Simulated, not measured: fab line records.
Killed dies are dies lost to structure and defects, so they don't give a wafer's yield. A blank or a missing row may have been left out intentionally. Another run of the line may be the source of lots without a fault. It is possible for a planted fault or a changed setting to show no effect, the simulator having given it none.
fab line records	flow nandHarc
record: lots: 6	wafers: 18	lastDay: 34
route steps=1302 shown A_WL_FILL@982 A_CONTACT@983 END@1302
lots that met no fault: from a run of the same line without faults
startH: the number of hours between the record's first day and the start of the first shown wafer of the lot	waitH: hours elapsed since this lot's preceding step	" same as the row above	L1.1+2: several wafers, shown together as one row	- no value, or no start given	* or withheld: withheld	< > ~ a bound
route shown NAME@n: a module of which the file shows steps, and the number in the route of the first	usual: mean/standard deviation of fault-free wafers	same: alike in all rows	chamber/n: place in a boat	sites: readings site by site	_std_site: how widely they spread, as a standard deviation	_edge_site: mean of outer sites minus mean of inner sites	radiusMm: for every site, how far away it sits from the centre of the wafer	mask NAME#n: copy n	behind: the tool/chamber that last shaped the wafer	hold: what put the lot on hold/how long, in hours/how the hold closed	device: the n, p or np transistor that did not switch	end of line: the tests these same wafers got at the end of their route	a step given without rows: its recipe and nothing more	killed: dies that structure and defects cost at the first sort, which is not the same as the wafer's yield	map: a wafer's dies, marking killed ones x, the rest . and places with no die _
set.NAME: setting as actually run; set.NAME@STEP: the setting as run at that earlier step	model.NAME: the simulator's own value behind a step, which no gauge read
a table for each step, a row for each wafer; lots at some steps of the route
services: the hour from which a tool's chamber was out of use, counted from the record's first day as startH (under 0 if before that day), plus the number of hours and why
== steps ==
step: NHARC_A_WL_FILL_INSPECT_15
usual: rawDefectCount: 457/120
lot.wafer	tool	chamber	startH	waitH	rawDefectCount
L407.1	defectInspect-01	-	532.64	0.0	572
L407.2	"	-	"	"	423
L407.4	"	-	"	"	636
L413.1	defectInspect-02	-	617.89	0.0	575
L413.3	"	-	"	"	683
L413.5	"	-	"	"	414
L420.3	defectInspect-01	-	628.81	0.0	340
L420.5	"	-	"	"	406
L420.6	"	-	"	"	437
L418.3	defectInspect-02	-	628.83	0.0	552
L418.5	"	-	"	"	433
L418.6	"	-	"	"	621
L422.1	defectInspect-01	-	665.82	0.0	464
L422.2	"	-	"	"	417
L422.3	"	-	"	"	476
L424.3	defectInspect-02	-	712.11	0.0	403
L424.4	"	-	"	"	565
L424.5	"	-	"	"	715
step: NHARC_A_CONTACT_DEP_24
recipe: targetThkA: 5000	tempC: 400	pressureTorr: 6.5	rfW: 900	teosFlowSccm: 161.4	flowSccm: 2650	targetThkNm: 500	gas: O2	material: SiO2
usual: heaterPowerW: 529/73	rfFwdPowerW: 899.1/2.7	throttleValvePct: 15.6/0.61
lot.wafer	tool	chamber	startH	waitH	heaterPowerW	rfFwdPowerW	throttleValvePct
L407.1	pecvd-02	0	532.77	0.1	499	899.2	15.8
L407.2	"	1	"	"	439	895.1	15.7
L407.4	"	2	"	"	612	900.0	16.4
L413.3	pecvd-04	2	617.96	0.1	528	897.7	14.6
L413.1	"	0	"	"	524	901.6	16.2
L413.5	"	1	"	"	632	896.1	15.9
L420.3	pecvd-01	0	628.94	0.1	644	896.8	15.4
L420.5	"	2	"	"	358	896.0	16.0
L420.6	"	1	"	"	513	897.1	15.0
L418.3	pecvd-04	1	629.02	0.2	553	899.4	16.0
L418.6	"	0	"	"	582	893.7	15.8
L418.5	"	1	"	"	583	900.5	16.1
L422.1	pecvd-04	2	665.89	0.1	475	902.8	14.9
L422.3	"	0	"	"	578	897.8	16.0
L422.2	"	1	"	"	519	901.1	16.4
L424.3	pecvd-01	0	712.18	0.1	647	899.7	15.0
L424.4	"	0	"	"	505	899.5	15.0
L424.5	"	1	"	"	479	898.6	14.7
step: NHARC_A_CONTACT_DEP_28
recipe: targetThkA: 70000	tempC: 400	material: aC
usual: throttleValvePct: 34.999/0.0086
lot.wafer	tool	chamber	startH	waitH	throttleValvePct
L407.1	aclDep-03	0	534.87	1.6	34.999
L407.2	"	0	"	"	34.990
L407.4	"	0	536.99	3.7	34.995
L413.1	aclDep-03	0	621.85	3.3	34.998
L413.3	"	0	623.27	4.8	34.993
L413.5	"	0	624.68	6.2	35.014
L420.3	aclDep-02	0	633.16	3.7	35.009
L420.5	"	0	634.60	5.2	35.013
L420.6	"	0	"	"	35.004
L418.3	aclDep-01	0	633.48	4.0	35.003
L418.5	"	0	634.88	5.4	35.007
L418.6	"	0	"	"	35.001
L422.1	aclDep-01	0	667.47	1.0	34.996
L422.2	"	0	"	"	35.001
L422.3	"	0	"	"	34.999
L424.3	aclDep-01	0	714.30	1.6	34.984
L424.4	"	0	"	"	35.012
L424.5	"	0	"	"	34.997
step: NHARC_A_CONTACT_DEP_29
recipe: targetThkA: 1000	targetThkNm: 100	tempC: 400	pressureTorr: 3.5	flowSccm: 200	rfW: 350	material: SiON
usual: heaterPowerW: 709/75	rfFwdPowerW: 348.6/1
lot.wafer	tool	chamber	startH	waitH	heaterPowerW	rfFwdPowerW
L407.1	pecvd-02	1	539.17	3.6	739	346.2
L407.2	"	2	"	"	661	348.7
L407.4	"	1	"	"	724	345.6
L413.1	pecvd-01	0	626.15	3.6	834	348.5
L413.3	"	1	"	"	715	349.4
L413.5	"	0	"	"	819	350.1
L420.3	pecvd-01	1	636.08	2.2	666	350.7
L420.6	"	0	"	"	822	350.0
L420.5	"	1	"	"	680	347.3
L418.3	pecvd-02	2	636.37	2.2	780	346.9
L418.6	"	0	"	"	858	348.5
L418.5	"	1	"	"	666	347.5
L422.3	pecvd-01	1	671.69	2.1	589	347.4
L422.1	"	2	"	"	602	346.7
L422.2	"	0	"	"	698	347.9
L424.3	pecvd-02	0	717.17	2.2	756	347.7
L424.5	"	1	"	"	608	348.7
L424.4	"	2	"	"	671	347.3
step: NHARC_A_CONTACT_DEHYDRATE_32
recipe: tempC: 150	timeS: 120
step: NHARC_A_CONTACT_HMDS_33
recipe: timeS: 30
step: NHARC_A_CONTACT_COAT_34
recipe: tempC: 260	timeS: 75
step: NHARC_A_CONTACT_COAT_35
recipe: tempC: 225	timeS: 65
step: NHARC_A_CONTACT_COAT_36
recipe: spinRpm: 1500	resistThkNm: 90
step: NHARC_A_CONTACT_SOFTBAKE_37
recipe: tempC: 105	timeS: 55
step: NHARC_A_CONTACT_EBR_38
step: NHARC_A_CONTACT_EXPOSE_39
recipe: na: 1.35	sigmaOuter: 0.8	doseMj: 58.79	maskId: A_CC_3
usual: exposureDoseMJCm2: 58.79/0.056
lot.wafer	tool	chamber	startH	waitH	mask	exposureDoseMJCm2
L407.1	arfiScanner-02	0	539.72	-	A_CC_3#0	58.83
L407.2	"	0	"	"	A_CC_3#0	58.72
L407.4	"	0	"	"	A_CC_3#0	58.71
L413.1	arfiScanner-02	0	626.70	-	A_CC_3#0	91.10
L413.3	"	0	"	"	A_CC_3#0	91.05
L413.5	"	0	"	"	A_CC_3#0	91.05
L420.3	arfiScanner-03	0	636.66	-	A_CC_3#0	58.74
L420.5	"	0	"	"	A_CC_3#0	58.82
L420.6	"	0	"	"	A_CC_3#0	58.84
L418.3	arfiScanner-02	0	636.90	-	A_CC_3#0	85.10
L418.5	"	0	"	"	A_CC_3#0	85.09
L418.6	"	0	"	"	A_CC_3#0	85.07
L422.1	arfiScanner-01	0	672.27	-	A_CC_3#0	58.88
L422.2	"	0	"	"	A_CC_3#0	58.79
L422.3	"	0	"	"	A_CC_3#0	58.90
L424.3	arfiScanner-01	0	717.85	-	A_CC_3#0	58.82
L424.4	"	0	"	"	A_CC_3#0	58.81
L424.5	"	0	"	"	A_CC_3#0	58.75
step: NHARC_A_CONTACT_PEB_40
recipe: pebTempC: 100	pebTimeS: 65
step: NHARC_A_CONTACT_DEVELOP_41
recipe: developTimeS: 35	devTempC: 23
step: NHARC_A_CONTACT_CD_MEAS_42
recipe: targetCdNm: 300	landingEnergyEv: 500
usual: cdNm: 300.1/0.56
lot.wafer	tool	chamber	startH	waitH	cdNm
L407.1	cdSem-03	0	539.86	-	300.4
L407.2	"	0	"	"	299.8
L407.4	"	0	"	"	301.0
L413.1	cdSem-02	0	626.84	-	325.9
L413.3	"	0	"	"	326.6
L413.5	"	0	"	"	326.0
L420.3	cdSem-02	0	636.79	-	299.9
L420.5	"	0	"	"	300.8
L420.6	"	0	"	"	299.6
L418.3	cdSem-01	0	637.04	-	321.5
L418.5	"	0	"	"	320.5
L418.6	"	0	"	"	321.7
L422.1	cdSem-02	0	672.41	-	300.3
L422.2	"	0	"	"	299.5
L422.3	"	0	"	"	300.0
L424.3	cdSem-01	0	717.98	-	300.5
L424.4	"	0	"	"	300.6
L424.5	"	0	"	"	300.1
step: NHARC_A_CONTACT_OVL_MEAS_43
usual: overlayXNm: 0.0/0.81	overlayYNm: 0.1/0.66
lot.wafer	tool	chamber	startH	waitH	overlayXNm	overlayYNm
L407.1	overlay-01	-	539.95	-	-0.4	-0.7
L407.2	"	-	"	"	-0.8	-0.4
L407.4	"	-	"	"	-0.6	-0.6
L413.1	overlay-02	-	626.93	-	0.1	0.4
L413.3	"	-	"	"	-0.7	0.5
L413.5	"	-	"	"	-0.2	0.5
L420.3	overlay-01	-	636.88	-	-0.2	0.9
L420.5	"	-	"	"	0.0	1.1
L420.6	"	-	"	"	0.6	0.9
L418.3	overlay-02	-	637.13	-	0.7	-0.9
L418.5	"	-	"	"	1.1	0.1
L418.6	"	-	"	"	1.2	-0.5
L422.1	overlay-02	-	672.50	-	-0.4	0.4
L422.2	"	-	"	"	0.2	0.3
L422.3	"	-	"	"	-0.1	0.5
L424.3	overlay-02	-	718.06	-	-2.1	-0.3
L424.4	"	-	"	"	-1.3	-0.3
L424.5	"	-	"	"	-1.5	0.1
step: NHARC_END_SORT_01
recipe: tempC: 25
usual: killedAtArray: 57/17	killedAtOther: 0.5/0.82	killedAtPeriphery: 4.0/2.8	killedDies: 61/18	killedOpen: 2.9/2	killedShort: 2.3/1.7
same: grossDies: 677
lot.wafer	tool	chamber	startH	waitH	killedAtArray	killedAtOther	killedAtPeriphery	killedDies	killedOpen	killedShort
L407.1	prober-02	0	606.86	2.5	65	2	6	73	2	5
L407.2	prober-02	0	607.68	2.8	43	0	1	44	7	4
L407.4	prober-02	0	609.30	3.4	40	3	2	45	3	2
L418.3	prober-01	0	711.75	3.1	55	0	4	59	9	2
L418.5	prober-01	0	713.37	3.7	41	0	1	42	4	2
L418.6	prober-01	0	714.18	4.1	49	0	1	50	6	2
L424.3	prober-02	0	804.81	3.1	64	1	5	70	3	4
L424.4	prober-02	0	805.62	3.4	60	0	3	63	0	4
L424.5	prober-02	0	806.43	3.7	73	0	4	77	3	1
killed by level:class
L407.1 A_CHANNEL_HOLE_D2:chamberFilmFlake=28 A_CHANNEL_HOLE_D1:chamberFilmFlake=24 A_CONTACT:chamberFilmFlake=4 P_STI:chamberFilmFlake=2 A_CHANNEL_FILL_D2:chamberFilmFlake=2 A_SLIT:chamberFilmFlake=2 THIN_TSV:chamberFilmFlake=2 P_GATE:geometricParticle:open=1
L407.2 A_CHANNEL_HOLE_D1:chamberFilmFlake=14 A_CHANNEL_HOLE_D2:chamberFilmFlake=12 A_ONON_D1:geometricParticle:open=2 A_STAIRCASE:chamberFilmFlake=2 A_SLIT:chamberFilmFlake=2 A_WL_FILL:chamberFilmFlake=2 P_STI:geometricParticle:open=1 A_CHANNEL_HOLE_D1:geometricParticle:open=1
L407.4 A_CHANNEL_HOLE_D1:chamberFilmFlake=17 A_CHANNEL_HOLE_D2:chamberFilmFlake=11 THIN_TSV:chamberFilmFlake=3 A_WL_FILL:geometricParticle:short=2 A_WL_FILL:chamberFilmFlake=2 A_CONTACT:chamberFilmFlake=2 A_CHANNEL_FILL_D1:geometricParticle:open=1 A_DECK1_JOINT:geometricParticle:open=1
L418.3 A_CHANNEL_HOLE_D2:chamberFilmFlake=22 A_CHANNEL_HOLE_D1:chamberFilmFlake=15 A_SLIT:chamberFilmFlake=4 A_CHANNEL_FILL_D1:chamberFilmFlake=3 P_M1:geometricParticle:open=2 A_DECK1_JOINT:geometricParticle:open=2 A_M1:geometricParticle:open=2 A_CONTACT:chamberFilmFlake=2
L418.5 A_CHANNEL_HOLE_D2:chamberFilmFlake=21 A_CHANNEL_HOLE_D1:chamberFilmFlake=4 A_CHANNEL_FILL_D2:chamberFilmFlake=3 A_SLIT:chamberFilmFlake=2 A_CONTACT:chamberFilmFlake=2 A_ONON_D1:geometricParticle:open=1 A_CHANNEL_FILL_D1:geometricParticle:short=1 A_ONON_D2:geometricParticle:open=1
L418.6 A_CHANNEL_HOLE_D2:chamberFilmFlake=23 A_CHANNEL_HOLE_D1:chamberFilmFlake=5 A_CHANNEL_FILL_D1:chamberFilmFlake=4 A_CONTACT:chamberFilmFlake=4 A_SLIT:chamberFilmFlake=3 A_ONON_D1:geometricParticle:open=1 A_CHANNEL_HOLE_D1:geometricParticle:open=1 A_CHANNEL_FILL_D1:geometricParticle:open=1
L424.3 A_CHANNEL_HOLE_D2:chamberFilmFlake=25 A_SLIT:chamberFilmFlake=18 A_CHANNEL_HOLE_D1:chamberFilmFlake=11 P_CONTACT:chamberFilmFlake=4 A_STAIRCASE:chamberFilmFlake=3 A_CONTACT:geometricParticle:open=2 P_M1:geometricParticle:short=1 A_CHANNEL_FILL_D1:geometricParticle:short=1
L424.4 A_SLIT:chamberFilmFlake=22 A_CHANNEL_HOLE_D2:chamberFilmFlake=17 A_CHANNEL_HOLE_D1:chamberFilmFlake=10 A_STAIRCASE:chamberFilmFlake=3 A_M0:geometricParticle:short=2 P_CONTACT:chamberFilmFlake=2 A_CONTACT:chamberFilmFlake=2 A_CHANNEL_FILL_D1:geometricParticle:short=1
L424.5 A_CHANNEL_HOLE_D2:chamberFilmFlake=26 A_SLIT:chamberFilmFlake=19 A_CHANNEL_HOLE_D1:chamberFilmFlake=16 A_WL_FILL:chamberFilmFlake=4 P_CONTACT:chamberFilmFlake=3 A_STAIRCASE:chamberFilmFlake=3 A_CHANNEL_FILL_D1:geometricParticle:open=1 A_SGD_CUT:geometricParticle:open=1
== services ==
tool	chamber	startH	hours	kind
arfiScanner-03	-	519.24	1.5	repair
arfiScanner-03	-	540.00	4.0	pm
pecvd-02	1	544.54	8.6	repair
aclDep-01	-	549.54	13.0	pm
arfiScanner-03	-	552.68	0.4	repair
pecvd-02	-	569.04	1.0	repair
pecvd-04	2	577.50	6.2	repair
pecvd-01	1	583.39	5.9	repair
pecvd-02	-	589.21	13.0	pm
arfiScanner-02	-	594.59	1.3	repair
arfiScanner-01	-	596.00	4.0	pm
arfiScanner-01	-	603.07	2.0	repair
pecvd-01	-	608.55	0.8	repair
aclDep-02	-	610.39	13.0	pm
arfiScanner-01	-	615.55	1.4	repair
pecvd-04	-	631.00	13.0	pm
aclDep-03	-	663.58	13.0	pm
arfiScanner-02	-	664.16	4.0	pm
pecvd-01	-	673.16	13.0	pm
pecvd-01	0	673.16	13.0	ventCycle
pecvd-01	1	673.16	13.0	ventCycle
pecvd-01	2	673.16	13.0	ventCycle
arfiScanner-03	-	712.00	4.0	pm
aclDep-03	-	715.39	13.3	repair
== key ==
firstSign: step: NHARC_A_CONTACT_EXPOSE_39	reading: exposureDoseMJCm2	direction: up	sigmas: 99+	usual: 58.79	struck: 88.08
effect: step: NHARC_A_CONTACT_CD_MEAS_42	reading: cdNm	direction: up	sigmas: 42	usual: 300.1	struck: 323.7	through: controlLoop
metAt NHARC_A_CONTACT_EXPOSE_39
struckWafers L413.1,L413.3,L413.5,L418.3,L418.5,L418.6
rowsEnd L413.1,L413.3,L413.5
testerLeftOut L418
loopTrim: step: NHARC_A_CONTACT_EXPOSE_39	setting: dose	lots: L418
onsetBetween 539.72 626.70
fault: kind: processParameterDrift	tool: arfiScanner-02	chamber: -	onsetH: 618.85	steps: NHARC_A_CONTACT_EXPOSE_39	channel: doseMj	offset: 32.233	shape: step	actsIn: theseRecipesOnly	stated: 58.79
testerLeftOut: of these lots the tester's yield and bins aren't shown, on N5 and GAA mostly nor the transistor test; their killed dies are dies lost to structure and defects alone, not to doping, threshold or leakage, so they don't give the yield
rowsEnd: these wafers met a further fault down the route, and their rows from its step on are left out
loopTrim: a control loop set the setting to another value than it would have without faults
